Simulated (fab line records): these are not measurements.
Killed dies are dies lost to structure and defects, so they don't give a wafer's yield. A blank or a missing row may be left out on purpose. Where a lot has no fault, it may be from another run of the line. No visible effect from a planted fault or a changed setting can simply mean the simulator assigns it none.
Which of the tools did it? -- flow n5Finfet -- 35 wafers from 12 lots sampled at 3 of the route's 1938 steps

## WHAT THE GAUGES SHOWED, per wafer
N5_PASSIVATION_OVL_MEAS_66. Usual: PASS_OPEN_OVL 3 nm, standard deviation 5.5.
lot,measured,on,PASS_OPEN_OVL (nm),flag
L366,day 12 13:11,overlay-01,-4 6 2,
L368,day 12 22:20,overlay-01,8 10 7,
L369,day 14 07:01,overlay-01,-3 0,
L371,day 14 14:11,overlay-02,0 -4 0,
L372,day 15 03:27,overlay-02,-2 2 0,
L376,day 15 05:20,overlay-01,10 11 2,
L374,day 15 11:47,overlay-02,4 4 8,
L379,day 15 21:38,overlay-02,4 -2 7,
L380,day 15 21:47,overlay-01,5 2 -3,
L381,day 16 18:19,overlay-01,10 13 15,
L388,day 18 04:43,overlay-01,0 -7 -7,
L387,day 18 16:56,overlay-01,2 13 8,

## WHAT TOOL EACH LOT RAN ON (gives the tool, then ch and the chambers of the sampled wafers, and finally the start)
lot,N5_BEOL_M10_ETCH_65,N5_PASSIVATION_PECVD_55
L366,"rieDiel-03 ch 1,3, day 10 16:07","pecvd-04 ch 0,2, day 12 07:18"
L368,"rieDiel-06 ch 1,3, day 10 19:51","pecvd-04 ch 0,1,2, day 12 17:01"
L369,"rieDiel-06 ch 1,3, day 12 04:52","pecvd-03 ch 0,2, day 14 02:25"
L371,"rieDiel-06 ch 0,2,3, day 12 13:13","pecvd-04 ch 0,1,2, day 14 09:36"
L372,"rieDiel-06 ch 1,2, day 12 14:26","pecvd-01 ch 0,1,2, day 14 21:22"
L376,"rieDiel-06 ch 0,2,3, day 12 23:02","pecvd-04 ch 0,1, day 14 22:38"
L374,"rieDiel-02 ch 0,1,2, day 13 04:29","pecvd-01 ch 1,2, day 15 05:24"
L379,"rieDiel-06 ch 1,2,3, day 13 21:41","pecvd-04 ch 0,1, day 15 17:22"
L380,"rieDiel-06 ch 1,2,3, day 14 00:52","pecvd-01 ch 0,1, day 15 17:26"
L381,"rieDiel-02 ch 0,2,3, day 14 19:54","pecvd-01 ch 0,2, day 16 13:43"
L388,"rieDiel-02 ch 0,1,3, day 16 07:52","pecvd-03 ch 0,2, day 17 23:46"
L387,"rieDiel-02 ch 0,1,2, day 16 11:30","pecvd-01 ch 0,1,2, day 18 10:19"
- N5_BEOL_M10_ETCH_65: etches SiARC in CF4, target depth 39 nm, time 65 s.
- N5_PASSIVATION_PECVD_55: deposits SiO2 from SiH4/N2O, target thk 400 nm, time 22.5 s.

## AS READ BY THE TOOLS THEMSELVES (means over the sampled wafers that have a number; for cases with no such wafer, the mark the record gives instead)
N5_BEOL_M10_ETCH_65. Usual: drypumpMotorCurrentA 5.5 A (standard deviation 0.54); etchRfOnTimeS 66.3 s (standard deviation 1.7); oesProductAu 0.66 a.u. (standard deviation 0.045); rfFwdPowerW 539.3 W (standard deviation 2.3); rfVppV 183.6 V (standard deviation 1.1); showerheadPlenumPTorr 2.12 Torr (standard deviation 0.055); throttleValvePct 15.70 % (standard deviation 0.18).
lot,tool,drypumpMotorCurrentA (A),etchRfOnTimeS (s),oesProductAu (a.u.),rfFwdPowerW (W),rfVppV (V),showerheadPlenumPTorr (Torr),throttleValvePct (%),flag
L366,rieDiel-03,6.1,66.1,0.70,538.9,185.6,2.17,15.40,
L368,rieDiel-06,5.4,66.3,0.63,539.6,183.6,2.08,15.75,
L369,rieDiel-06,5.8,65.8,0.63,540.8,183.7,2.09,15.77,
L371,rieDiel-06,6.1,66.5,0.67,540.9,183.6,2.11,15.72,
L372,rieDiel-06,5.2,67.4,0.64,540.3,183.4,2.07,15.73,
L376,rieDiel-06,6.1,65.9,0.67,542.0,183.5,2.11,15.74,
L374,rieDiel-02,5.2,66.8,0.66,539.0,183.8,2.10,15.78,
L379,rieDiel-06,5.6,66.8,0.63,539.3,182.9,2.09,15.77,
L380,rieDiel-06,5.6,66.5,0.63,540.4,182.3,2.09,15.78,
L381,rieDiel-02,5.3,66.7,0.63,538.7,184.1,2.14,15.83,
L388,rieDiel-02,5.3,67.5,0.61,538.2,183.9,2.13,15.84,
L387,rieDiel-02,5.2,67.5,0.64,538.4,182.8,2.09,15.83,

N5_PASSIVATION_PECVD_55. Usual: heaterPowerW 693 W, standard deviation 130; rfFwdPowerW 598 W, standard deviation 3.4; showerheadPlenumPTorr 8.20 Torr, standard deviation 0.12; throttleValvePct 50.2 %, standard deviation 2.2.
lot,tool,heaterPowerW (W),rfFwdPowerW (W),showerheadPlenumPTorr (Torr),throttleValvePct (%),flag
L366,pecvd-04,623,599,8.10,51.1,
L368,pecvd-04,595,600,8.15,51.1,
L369,pecvd-03,678,594,8.31,48.3,
L371,pecvd-04,559,601,8.14,51.3,
L372,pecvd-01,800,597,8.18,49.7,
L376,pecvd-04,609,599,8.17,51.9,
L374,pecvd-01,809,596,8.04,49.2,
L379,pecvd-04,670,597,8.14,51.7,
L380,pecvd-01,741,597,8.31,50.4,
L381,pecvd-01,724,594,8.21,48.3,
L388,pecvd-03,659,598,8.29,48.2,
L387,pecvd-01,801,597,8.19,49.9,

## THE ANSWER, worked out from the rows above alone
Rule: lot off if the mean of its wafers having a number is beyond 3 standard deviations from the usual mean. A lot without any number at a reading at which 4 lots or more have one is off too. The other lots that the step has rows for count as sound. After the gauges, taken in route order, come the tools' own readings; for these a lot's mean is taken, as printed above. At the first step where some lot is off, the reading lying furthest off is the one used; lots without a number count as furthest.
None of the lots is off at any reading shown; this tells nothing.

## WHAT HAD BEEN PUT IN BY THE SIMULATOR
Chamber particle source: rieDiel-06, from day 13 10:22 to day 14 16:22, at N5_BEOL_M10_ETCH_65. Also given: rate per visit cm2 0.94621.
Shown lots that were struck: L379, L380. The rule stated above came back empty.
